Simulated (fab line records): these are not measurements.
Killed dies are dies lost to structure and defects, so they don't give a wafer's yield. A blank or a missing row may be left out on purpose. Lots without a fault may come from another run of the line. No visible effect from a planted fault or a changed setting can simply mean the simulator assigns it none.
fab line records	flow n5Finfet
[record] lots = 6	wafers = 18	lastDay = 17
route steps=1938 shown BEOL_M4@1026 PASSIVATION@1936
lots with no fault: from the same line, run without faults
startH: start of the lot's first displayed wafer, in hours after the record's first day	waitH: hours elapsed since this lot's preceding step	" the same as in the row above	L1.1+2: a single row standing in for several wafers	- value missing, or start not given	* or withheld: withheld	< > ~ a bound
route shown NAME@n: NAME is a module with steps in the file, n the number in the route of the first one	usual: mean/standard deviation of fault-free wafers	same: alike in all rows	chamber/n: place in a boat	sites: the reading at each site	_std_site: standard deviation of those values	_edge_site: the outer-site mean with the inner-site mean subtracted	radiusMm: for every site, how far away it sits from the centre of the wafer	mask NAME#n: copy n	behind: tool/chamber where the wafer was last shaped	hold: the reason the lot was held/the length of the hold in hours/how it ended	device: transistor that didn't switch, given as n, p or np	end of line: tests run on the same wafers once the route is complete	step lacking rows: just its recipe	killed: dies that structure and defects cost at the first sort, which is not the same as the wafer's yield	map: dies across one wafer; x = killed, . = not, _ = none there
set.NAME: the setting as run; set.NAME@STEP: as run at that earlier step	model.NAME: the simulator's own value behind a step, which no gauge read
lots at some steps of the route; a table a step, a row a wafer
services: the hour from which a tool's chamber was out of use, counted from the record's first day as startH (under 0 if before that day), plus the number of hours and why
[[steps]]
[step N5_BEOL_M4_COAT_62]
[recipe] resist = SiARC	tempC = 220	timeS = 60	spinRpm = 1500	resistThkNm = 12
[step N5_BEOL_M4_COAT_73]
[recipe] resist = underlayer	tempC = 205	timeS = 60	spinRpm = 1500	resistThkNm = 5
[step N5_BEOL_M4_COAT_05]
[recipe] resist = CAR-EUV	spinRpm = 1500	resistThkNm = 30
[step N5_BEOL_M4_EBR_07]
[recipe] solvent = PGMEA	ebrWidthMm = 1.5
[step N5_BEOL_M4_SOFTBAKE_06]
[recipe] tempC = 110	timeS = 60	resist = CAR-EUV
[step N5_BEOL_M4_EXPOSE_08]
[recipe] maskId = M4	na = 0.33	sourceShape = dipole	sigmaInner = 0.369	sigmaOuter = 0.767	polarization = unpolarized	doseMj = 41.25
[step N5_BEOL_M4_PEB_09]
[recipe] pebTempC = 100	pebTimeS = 60	resist = CAR-EUV
[step N5_BEOL_M4_DEVELOP_10]
[recipe] developTimeS = 30	developer = TMAH	resist = CAR-EUV	rinseLiquid = surfactantRinse	dry = airSpin	devTempC = 23
[step N5_BEOL_M4_CD_MEAS_11]
[recipe] targetCdNm = 16.79	landingEnergyEv = 500	detector = seInlens	polarity = opening
[usual] cdNm = 16.77/0.23
lot.wafer	tool	chamber	startH	waitH	cdNm
L865.1	cdSem-03	0	163.42	-	17.11
L865.5	"	0	"	"	16.65
L865.6	"	0	"	"	16.73
L868.3	cdSem-03	0	180.80	-	17.15
L868.5	"	0	"	"	16.85
L868.6	"	0	"	"	16.38
L878.1	cdSem-01	0	242.07	-	16.94
L878.2	"	0	"	"	16.46
L878.4	"	0	"	"	16.49
L879.1	cdSem-02	0	248.45	-	16.83
L879.2	"	0	"	"	16.62
L879.3	"	0	"	"	17.13
L881.2	cdSem-02	0	260.57	-	16.95
L881.3	"	0	"	"	17.07
L881.6	"	0	"	"	16.74
L887.2	cdSem-03	0	308.09	-	16.96
L887.4	"	0	"	"	16.77
L887.6	"	0	"	"	16.96
[step N5_BEOL_M4_OVL_MEAS_12]
[recipe] pointsPerWafer = 522
[usual] M4_OVL = 0.2/0.63
lot.wafer	tool	chamber	startH	waitH	M4_OVL[nm]
L865.1	overlay-02	0	163.45	0.0	1.2
L865.5	"	0	"	"	-0.1
L865.6	"	0	"	"	-1.1
L868.3	overlay-01	0	180.84	0.0	-0.4
L868.5	"	0	"	"	0.5
L868.6	"	0	"	"	-0.3
L878.1	overlay-01	0	242.10	0.0	-0.6
L878.2	"	0	"	"	0.8
L878.4	"	0	"	"	0.5
L879.1	overlay-02	0	248.48	0.0	-0.1
L879.2	"	0	"	"	-0.4
L879.3	"	0	"	"	1.4
L881.2	overlay-02	0	260.61	0.0	-0.2
L881.3	"	0	"	"	-0.4
L881.6	"	0	"	"	0.6
L887.2	overlay-01	0	308.13	0.0	-0.1
L887.4	"	0	"	"	-0.7
L887.6	"	0	"	"	-0.5
[step N5_BEOL_M4_INSPECT_13]
[recipe] mode = adi	inspectInstrument = brightfield
[usual] rawDefectCount = 376/87
lot.wafer	tool	chamber	startH	waitH	rawDefectCount
L865.1	defectInspect-02	-	163.51	0.1	269
L865.5	"	-	"	"	275
L865.6	"	-	"	"	261
L868.3	defectInspect-02	-	180.88	0.0	343
L868.5	"	-	"	"	296
L868.6	"	-	"	"	296
L878.1	defectInspect-02	-	242.15	0.1	453
L878.2	"	-	"	"	461
L878.4	"	-	"	"	629
L879.1	defectInspect-02	-	248.54	0.1	498
L879.2	"	-	"	"	450
L879.3	"	-	"	"	360
L881.2	defectInspect-01	-	260.66	0.0	381
L881.3	"	-	"	"	383
L881.6	"	-	"	"	555
L887.2	defectInspect-02	-	308.18	0.0	327
L887.4	"	-	"	"	317
L887.6	"	-	"	"	433
[step N5_BEOL_M4_DESCUM_16]
[recipe] chemistry = O2	timeS = 7	sourcePowerW = 50	biasPowerW = 20	pressureMtorr = 20	rfFrequencyHz = 2.712e+07	tempC = 40	resist = CAR-EUV	o2FlowSccm = 225
[usual] biasPowerW = 20.00/0.061	drypumpMotorCurrentA = 5.6/0.55	oesProductAu = 0.82/0.058	rfVppV = 243.5/1.6	showerheadPlenumPTorr = 2.12/0.093	throttleValvePct = 20.41/0.16
lot.wafer	tool	chamber	startH	waitH	biasPowerW	drypumpMotorCurrentA	oesProductAu	rfHoursCounterH	rfVppV	showerheadPlenumPTorr	throttleValvePct
L865.1	rieDiel-06	3	163.54	0.0	20.02	5.2	0.87	47	246.2	2.20	20.29
L865.5	"	1	"	"	19.97	6.6	0.80	-	241.1	2.02	20.48
L865.6	"	0	"	"	19.96	5.3	0.90	-	244.6	2.25	20.51
L868.3	rieDiel-02	2	180.92	0.0	19.98	5.7	0.81	82	246.4	2.23	20.48
L868.5	"	3	"	"	20.01	4.7	0.83	-	240.2	2.03	20.50
L868.6	"	2	"	"	19.95	5.7	0.81	-	244.5	2.23	20.46
L878.1	rieDiel-02	0	242.38	0.2	19.93	5.8	0.82	67	243.8	2.11	20.07
L878.2	"	3	"	"	20.00	4.7	0.81	97	242.7	2.02	20.53
L878.4	"	2	"	"	20.03	5.7	0.78	103	244.5	2.22	20.50
L879.1	rieDiel-02	1	248.57	0.0	19.90	5.6	0.80	88	243.4	2.12	20.23
L879.2	"	0	"	"	20.03	5.8	0.81	69	243.7	2.11	20.06
L879.3	"	3	"	"	19.95	4.7	0.81	100	240.4	2.02	20.53
L881.2	rieDiel-06	1	260.69	0.0	20.05	6.7	0.76	136	242.6	2.00	20.52
L881.3	"	0	"	"	20.04	5.3	0.83	46	244.6	2.24	20.56
L881.6	"	2	"	"	20.03	5.4	0.85	-	245.2	2.21	20.52
L887.2	rieDiel-01	0	308.32	0.1	19.98	6.1	0.92	12	245.3	2.23	20.28
L887.4	"	1	"	"	19.96	5.3	0.97	6	242.8	2.06	20.29
L887.6	"	0	"	"	19.99	6.1	0.93	-	245.1	2.23	20.27
[step N5_BEOL_M4_ETCH_74]
[recipe] chemistry = N2/H2	target = underlayer	targetDepthA = 65	maskMaterial = CAR-EUV	timeS = 5.2	ionEnergyEv = 200	pressureMtorr = 30	sourceW = 840	biasW = 150	n2FlowSccm = 200	h2FlowSccm = 200	ends = cleared
[usual] drypumpMotorCurrentA = 5.6/0.56	etchRfOnTimeS = 5.20/0.093	oesProductAu = 0.70/0.051	rfVppV = 525/3.2	showerheadPlenumPTorr = 2.58/0.11	throttleValvePct = 17.80/0.16
lot.wafer	tool	chamber	startH	waitH	drypumpMotorCurrentA	etchRfOnTimeS	oesProductAu	rfHoursCounterH	rfVppV	showerheadPlenumPTorr	throttleValvePct
L865.1	rieDiel-06	3	163.58	0.0	5.1	5.07	0.75	47	528	2.67	17.59
L865.5	"	1	"	"	6.7	5.30	0.67	-	523	2.46	18.00
L865.6	"	0	"	"	5.3	5.19	0.77	-	527	2.72	17.75
L868.3	rieDiel-02	2	180.95	0.0	5.7	5.14	0.69	82	528	2.69	17.76
L868.5	"	3	"	"	4.7	5.26	0.71	-	521	2.46	17.78
L868.6	"	2	"	"	5.7	5.13	0.70	-	527	2.69	17.77
L878.1	rieDiel-02	0	242.41	0.0	5.8	9.20	0.53	67	526	2.60	17.60
L878.2	"	3	"	"	4.8	5.23	0.69	97	522	2.45	17.83
L878.4	"	2	"	"	5.8	5.19	0.67	103	526	2.68	17.82
L879.1	rieDiel-02	1	248.61	0.0	5.6	5.20	0.69	88	523	2.57	17.57
L879.2	"	0	"	"	5.8	9.28	0.53	69	525	2.59	17.59
L879.3	"	3	"	"	4.8	5.31	0.67	100	520	2.45	17.83
L881.2	rieDiel-06	1	260.73	0.0	6.7	5.34	0.66	136	521	2.45	18.07
L881.3	"	0	"	"	5.3	5.23	0.72	46	527	2.70	17.81
L881.6	"	2	"	"	5.4	5.10	0.73	-	529	2.69	17.92
L887.2	rieDiel-01	0	308.36	0.0	6.1	4.91	0.81	12	528	2.71	17.72
L887.4	"	1	"	"	5.3	5.05	0.85	6	523	2.51	17.73
L887.6	"	0	"	"	6.1	4.93	0.80	-	526	2.71	17.70
[step N5_BEOL_M4_ETCH_63]
[recipe] chemistry = CF4	target = SiARC	targetDepthA = 156	maskMaterial = CAR-EUV	timeS = 26	ionEnergyEv = 80	pressureMtorr = 40	sourceW = 545	biasW = 36	Ar_flow_sccm = 100	cf4FlowSccm = 100	ends = cleared
[usual] drypumpMotorCurrentA = 5.6/0.55	etchRfOnTimeS = 25.9/0.4	mfcArSccm = 100.0/0.31	oesProductAu = 0.71/0.049	rfVppV = 184.3/1.3	showerheadPlenumPTorr = 2.16/0.082	throttleValvePct = 15.56/0.15
lot.wafer	tool	chamber	startH	waitH	drypumpMotorCurrentA	etchRfOnTimeS	mfcArSccm	oesProductAu	rfHoursCounterH	rfVppV	showerheadPlenumPTorr	throttleValvePct
L865.1	rieDiel-06	3	163.59	0.0	5.2	25.6	100.5	0.74	47	185.6	2.25	15.45
L865.5	"	1	"	"	6.6	26.5	99.8	0.68	-	184.5	2.07	15.64
L865.6	"	0	"	"	5.3	26.1	100.6	0.77	-	186.5	2.27	15.46
L868.3	rieDiel-02	2	180.97	0.0	5.7	25.6	100.6	0.69	82	185.9	2.24	15.40
L868.5	"	3	"	"	4.8	26.0	99.6	0.71	-	182.2	2.08	15.70
L868.6	"	2	"	"	5.7	25.8	99.9	0.70	-	184.9	2.24	15.41
L878.1	rieDiel-02	0	242.43	0.0	5.8	25.8	99.9	0.71	67	183.7	2.18	15.35
L878.2	"	3	"	"	4.8	26.3	100.0	0.68	97	182.1	2.07	15.74
L878.4	"	2	"	"	5.8	26.0	99.7	0.67	103	185.8	2.23	15.44
L879.1	rieDiel-02	1	248.62	0.0	5.6	25.5	100.2	0.69	88	183.4	2.17	15.43
L879.2	"	0	"	"	5.9	25.6	99.7	0.70	69	183.9	2.17	15.36
L879.3	"	3	"	"	4.7	25.9	100.0	0.69	100	183.0	2.07	15.75
L881.2	rieDiel-06	1	260.74	0.0	6.7	26.3	100.1	0.66	136	182.2	2.05	15.68
L881.3	"	0	"	"	5.3	25.5	100.5	0.73	46	186.3	2.26	15.52
L881.6	"	2	"	"	5.4	25.4	99.4	0.73	-	184.5	2.25	15.63
L887.2	rieDiel-01	0	308.37	0.0	6.1	24.9	100.0	0.80	12	187.0	2.29	15.50
L887.4	"	1	"	"	5.3	25.7	100.1	0.83	6	183.2	2.11	15.42
L887.6	"	0	"	"	6.1	24.9	99.6	0.80	-	186.0	2.29	15.49
[step N5_BEOL_M4_RC_MEAS_101]
[usual] DIBL_N = 36.1/1.5	DIBL_P = 36.1/1.9	IOFF_N = 0.159/0.029	IOFF_P = 0.21/0.038	ION_N = 675/11	ION_P = 464/8.1	SS_N = 71.5/0.57	SS_P = 73.3/0.64	VT_N = 249/3.1	VT_P = -250/3.8
lot.wafer	tool	chamber	startH	waitH	DIBL_N[mV/V]	DIBL_P[mV/V]	IOFF_N[nA/um]	IOFF_P[nA/um]	ION_N[uA/um]	ION_P[uA/um]	SS_N[mV/dec]	SS_P[mV/dec]	VT_N[mV]	VT_P[mV]
L865.1	prober-01	0	174.19	0.0	35.8	35.8	0.143	0.20	676	465	71.2	73.3	251	-251
L865.5	"	0	"	"	37.5	36.9	0.170	0.21	684	459	71.5	73.2	248	-253
L865.6	"	0	"	"	38.0	36.7	0.179	0.21	668	460	72.0	73.5	248	-250
L868.3	prober-02	0	193.20	0.4	33.5	33.5	0.125	0.17	664	457	71.5	72.7	251	-256
L868.5	"	0	"	"	35.7	34.8	0.148	0.19	676	462	71.3	73.4	252	-253
L868.6	"	0	"	"	32.4	32.2	0.111	0.16	666	458	70.1	72.4	253	-253
L878.1	prober-02	0	249.11	0.3	34.2	33.0	0.137	0.16	675	455	70.6	73.3	249	-255
L878.2	"	0	"	"	38.1	37.4	0.207	0.22	685	458	71.4	73.5	244	-252
L878.4	"	0	"	"	34.7	33.6	0.149	0.17	678	456	70.5	73.0	248	-256
L879.1	prober-01	0	255.01	0.0	36.6	35.9	0.169	0.20	678	454	71.3	73.2	247	-255
L879.2	"	0	"	"	34.8	34.1	0.151	0.19	678	463	70.5	73.4	251	-252
L879.3	"	0	"	"	37.9	37.3	0.196	0.24	688	465	71.3	73.2	249	-250
L881.2	prober-01	0	269.68	0.2	38.5	38.9	0.187	0.21	665	456	72.4	73.6	249	-254
L881.3	"	0	"	"	36.2	37.3	0.151	0.18	662	446	71.6	72.8	254	-256
L881.6	"	0	"	"	37.5	38.5	0.180	0.20	678	460	72.7	73.3	248	-253
L887.2	prober-01	0	321.60	0.2	36.2	37.9	0.192	0.27	679	475	71.6	74.0	246	-244
L887.4	"	0	"	"	34.7	35.0	0.153	0.21	683	473	71.3	73.3	249	-250
L887.6	"	0	"	"	36.2	36.5	0.183	0.23	682	463	71.3	74.1	248	-248
[step N5_PASSIVATION_PROBE_49]
[usual] defectLimitedYield = 91.5/1.6	killed_at_M0_to_M3 = 33/10	killed_at_M4_up = 13/5.6	killedAtContacts = 13/6	killedAtFrontEnd = 39/12	killedAtOther = 3.0/2.8	killedDies = 101/19	killedOnRim = 13/4	killedOpen = 65/13	killedShort = 32/8.3	sort_bin_5_function = 5.0/1	sort_bin_6_memory = 3.1/0.69	sortNPass = 1079/19	sortYieldPct = 91.5/1.6
[same] grossDies = 1180	killedAtBackSide = 0	sort_bin_4_leakage[%] = 0	sort_bin_8_speed[%] = 0
lot.wafer	tool	chamber	startH	waitH	defectLimitedYield[%]	killed_at_M0_to_M3	killed_at_M4_up	killedAtContacts	killedAtFrontEnd	killedAtOther	killedDies	killedOnRim	killedOpen	killedShort	sort_bin_5_function[%]	sort_bin_6_memory[%]	sortNPass	sortYieldPct[%]
L865.1	prober-01	-	273.69	0.4	91.5	22	13	11	53	1	100	7	76	22	4.8	3.2	1080	91.5
L865.5	prober-01	-	273.89	0.6	89.4	53	27	3	42	0	125	17	76	43	6.3	3.9	1055	89.4
L865.6	prober-01	-	273.94	0.6	89.2	50	22	8	47	1	128	16	79	47	6.6	3.9	1052	89.2
L868.3	prober-02	-	286.95	0.1	90.7	46	12	21	26	5	110	11	73	35	5.4	3.6	1070	90.7
L868.5	prober-02	-	287.05	0.2	90.2	49	7	12	40	8	116	17	75	37	6.0	3.5	1064	90.2
L868.6	prober-02	-	287.10	0.3	90.8	49	17	6	31	5	108	29	69	37	5.1	3.9	1072	90.8
L878.1	prober-01	-	355.45	0.0	92.5	31	5	17	34	1	88	12	64	23	4.4	3.0	1092	92.5
L878.2	prober-01	-	355.50	0.1	92.7	16	10	15	42	3	86	8	56	29	4.3	2.7	1094	92.7
L878.4	prober-01	-	355.60	0.2	92.7	30	15	21	17	3	86	10	59	27	4.7	2.3	1094	92.7
L879.1	prober-02	-	360.01	0.0	91.3	35	14	6	40	8	103	19	79	24	5.9	2.2	1077	91.3
L879.2	prober-02	-	360.06	0.1	90.1	28	22	15	51	1	117	15	81	36	5.9	3.5	1063	90.1
L879.3	prober-02	-	360.11	0.1	92.3	35	5	10	32	9	91	11	62	28	4.8	2.7	1089	92.3
L881.2	prober-02	-	389.54	0.1	93.4	18	15	10	34	1	78	16	47	28	4.2	2.2	1102	93.4
L881.3	prober-02	-	389.59	0.1	95.5	23	7	3	20	0	53	5	30	23	2.7	1.7	1127	95.5
L881.6	prober-02	-	389.74	0.3	93.6	24	12	15	24	0	75	8	52	22	3.4	2.8	1105	93.6
L887.2	prober-01	-	416.26	0.1	92.2	15	16	15	41	5	92	18	57	30	4.7	2.9	1088	92.2
L887.4	prober-01	-	416.36	0.2	91.2	25	10	17	52	0	104	10	69	33	4.9	3.6	1076	91.2
L887.6	prober-01	-	416.46	0.3	92.3	26	12	15	37	1	91	13	70	20	4.8	2.6	1089	92.3
// killed by level:class
L865.1 STI_FIN_REVEAL:geometricParticle:open=31 MOL_CONTACT_COAG:geometricParticle:open=11 DUMMY_GATE:geometricParticle:open=9 BEOL_M1:geometricParticle:open=5 BEOL_M4:geometricParticle:open=5 BEOL_M0_SAQP:geometricParticle:open=4 FIN_SAQP:geometricParticle:short=3 STI_FIN_REVEAL:geometricParticle:short=3
L865.5 DUMMY_GATE:geometricParticle:open=16 BEOL_M4:geometricParticle:short=11 BEOL_M0_SAQP:geometricParticle:open=10 BEOL_M2:geometricParticle:open=10 BEOL_M0_SAQP:geometricParticle:short=9 BEOL_M2:geometricParticle:short=7 BEOL_M3:geometricParticle:open=6 STI_FIN_REVEAL:geometricParticle:open=5
L865.6 BEOL_M4:geometricParticle:open=15 STI_FIN_REVEAL:geometricParticle:open=14 FIN_SAQP:geometricParticle:short=10 FIN_SAQP:geometricParticle:open=8 BEOL_M0_SAQP:geometricParticle:open=8 BEOL_M3:geometricParticle:short=8 MOL_CONTACT_COAG:geometricParticle:open=7 BEOL_M0_SAQP:geometricParticle:short=7
L868.3 MOL_CONTACT_COAG:geometricParticle:open=17 BEOL_M0_SAQP:geometricParticle:short=17 BEOL_M2:geometricParticle:open=12 BEOL_M0_SAQP:geometricParticle:open=9 BEOL_M4:geometricParticle:open=9 FIN_SAQP:geometricParticle:open=5 STI_FIN_REVEAL:geometricParticle:open=5 FIN_SAQP:geometricParticle:short=3
L868.5 BEOL_M1:geometricParticle:open=16 BEOL_M3:geometricParticle:open=10 MOL_CONTACT_COAG:geometricParticle:open=9 DUMMY_GATE:geometricParticle:open=8 STI_FIN_REVEAL:geometricParticle:open=7 BEOL_M0_SAQP:geometricParticle:short=6 FIN_SAQP:geometricParticle:short=5 BEOL_M0_SAQP:geometricParticle:open=5
L868.6 BEOL_M0_SAQP:geometricParticle:short=13 BEOL_M0_SAQP:geometricParticle:open=13 BEOL_M2:geometricParticle:open=7 STI_FIN_REVEAL:geometricParticle:open=6 BEOL_M1:geometricParticle:open=6 MOL_CONTACT_COAG:geometricParticle:open=5 BEOL_M4:geometricParticle:open=5 FIN_SAQP:geometricParticle:short=4
L878.1 MOL_CONTACT_COAG:geometricParticle:open=14 FIN_SAQP:geometricParticle:open=10 FIN_SAQP:geometricParticle:short=8 BEOL_M1:geometricParticle:open=8 BEOL_M3:geometricParticle:open=7 BEOL_M0_SAQP:geometricParticle:open=6 BEOL_M2:geometricParticle:open=5 DUMMY_GATE:geometricParticle:open=3
L878.2 MOL_CONTACT_COAG:geometricParticle:open=11 FIN_SAQP:geometricParticle:open=10 GATE_CUT:geometricParticle:short=6 FIN_SAQP:geometricParticle:short=5 BEOL_M4:geometricParticle:open=5 GATE_CUT:geometricParticle:open=4 MOL_CONTACT_COAG:geometricParticle:short=4 BEOL_M3:geometricParticle:open=4
L878.4 MOL_CONTACT_COAG:geometricParticle:open=17 BEOL_M3:geometricParticle:open=10 BEOL_M0_SAQP:geometricParticle:open=5 BEOL_M4:geometricParticle:open=5 MOL_CONTACT_COAG:geometricParticle:short=4 DUMMY_GATE:geometricParticle:open=3 BEOL_M0_SAQP:geometricParticle:short=3 BEOL_M1:geometricParticle:open=3
L879.1 STI_FIN_REVEAL:geometricParticle:open=12 DUMMY_GATE:geometricParticle:open=12 BEOL_M0_SAQP:geometricParticle:open=9 BEOL_M4:geometricParticle:open=7 MOL_CONTACT_COAG:geometricParticle:open=5 BEOL_M0:geometricParticle:open=5 BEOL_M1:geometricParticle:open=5 DUMMY_GATE:geometricParticle:short=4
L879.2 MOL_CONTACT_COAG:geometricParticle:open=13 DUMMY_GATE:geometricParticle:open=10 BEOL_M3:geometricParticle:open=9 BEOL_M4:geometricParticle:open=8 STI_FIN_REVEAL:geometricParticle:open=6 GATE_CUT:geometricParticle:short=6 BEOL_M1:geometricParticle:open=6 BEOL_M2:geometricParticle:open=5
L879.3 BEOL_M2:geometricParticle:open=11 MOL_CONTACT_COAG:geometricParticle:open=10 DUMMY_GATE:geometricParticle:open=9 BEOL_M0_SAQP:geometricParticle:short=8 FIN_SAQP:geometricParticle:open=6 PAD_METAL:geometricParticle:open=5 BEOL_M0:geometricParticle:open=4 BEOL_M3:geometricParticle:open=4
L881.2 GATE_CUT:geometricParticle:short=6 MOL_CONTACT_COAG:geometricParticle:open=6 BEOL_M0_SAQP:geometricParticle:open=6 BEOL_M3:geometricParticle:open=6 FIN_CUT:geometricParticle:short=4 FIN_CUT:geometricParticle:open=4 STI_FIN_REVEAL:geometricParticle:open=4 MOL_CONTACT_COAG:geometricParticle:short=4
L881.3 BEOL_M0_SAQP:geometricParticle:short=7 BEOL_M0_SAQP:geometricParticle:open=6 STI_FIN_REVEAL:geometricParticle:open=4 BEOL_M1:geometricParticle:open=4 FIN_SAQP:geometricParticle:short=3 DUMMY_GATE:geometricParticle:open=3 MOL_CONTACT_COAG:geometricParticle:open=3 BEOL_M3:geometricParticle:short=3
L881.6 MOL_CONTACT_COAG:geometricParticle:open=12 BEOL_M3:geometricParticle:open=8 BEOL_M0_SAQP:geometricParticle:open=5 BEOL_M4:geometricParticle:open=4 STI_FIN_REVEAL:geometricParticle:open=3 DUMMY_GATE:geometricParticle:short=3 GATE_CUT:geometricParticle:short=3 MOL_CONTACT_COAG:geometricParticle:short=3
L887.2 STI_FIN_REVEAL:geometricParticle:open=10 MOL_CONTACT_COAG:geometricParticle:open=9 FIN_SAQP:geometricParticle:open=8 MOL_CONTACT_COAG:geometricParticle:short=6 BEOL_M0_SAQP:geometricParticle:short=6 BEOL_M4:geometricParticle:open=6 FIN_SAQP:geometricParticle:short=4 STI_FIN_REVEAL:geometricParticle:short=4
L887.4 STI_FIN_REVEAL:geometricParticle:open=16 MOL_CONTACT_COAG:geometricParticle:open=15 FIN_SAQP:geometricParticle:open=9 BEOL_M0_SAQP:geometricParticle:short=7 BEOL_M2:geometricParticle:open=5 FIN_SAQP:geometricParticle:short=4 STI_FIN_REVEAL:geometricParticle:short=4 BEOL_M0_SAQP:geometricParticle:open=4
L887.6 MOL_CONTACT_COAG:geometricParticle:open=11 STI_FIN_REVEAL:geometricParticle:open=9 BEOL_M1:geometricParticle:open=9 BEOL_M4:geometricParticle:open=7 BEOL_M3:geometricParticle:open=6 FIN_SAQP:geometricParticle:open=5 MOL_CONTACT_COAG:geometricParticle:short=4 BEOL_M2:geometricParticle:open=4
[[services]]
tool	chamber	startH	hours	kind
rieDiel-02	0	145.20	4.2	repair
rieDiel-01	2	155.86	-	clean
rieDiel-01	2	155.86	-	consumableReplace:focusRing
rieDiel-01	2	155.86	24.8	scheduledDown
rieDiel-01	2	155.86	24.8	ventCycle
rieDiel-06	3	219.51	1.4	repair
rieDiel-01	0	239.19	-	clean
rieDiel-01	0	239.19	-	consumableReplace:focusRing
rieDiel-01	0	239.19	-	consumableReplace:showerhead
rieDiel-01	0	239.19	32.1	scheduledDown
rieDiel-01	0	239.19	32.1	ventCycle
rieDiel-02	1	259.35	18.6	repair
rieDiel-01	1	271.35	-	clean
rieDiel-01	1	271.35	-	consumableReplace:focusRing
rieDiel-01	1	271.35	14.4	scheduledDown
rieDiel-01	1	271.35	14.4	ventCycle
[[key]]
[firstSign] step = N5_BEOL_M4_ETCH_74	reading = etchRfOnTimeS	direction = up	sigmas = 43	usual = *	struck = *
[effect] step = N5_BEOL_M4_ETCH_74	reading = oesProductAu	direction = down	sigmas = 3.4	usual = 0.70	struck = 0.53
metAt N5_BEOL_M4_ETCH_74
struckWafers L878.1,L879.2
[fault] kind = processParameterDrift	tool = rieDiel-02	chamber = 0	onsetH = 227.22	steps = N5_BEOL_M4_ETCH_74	channel = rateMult	offset = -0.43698	shape = step	endH = 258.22
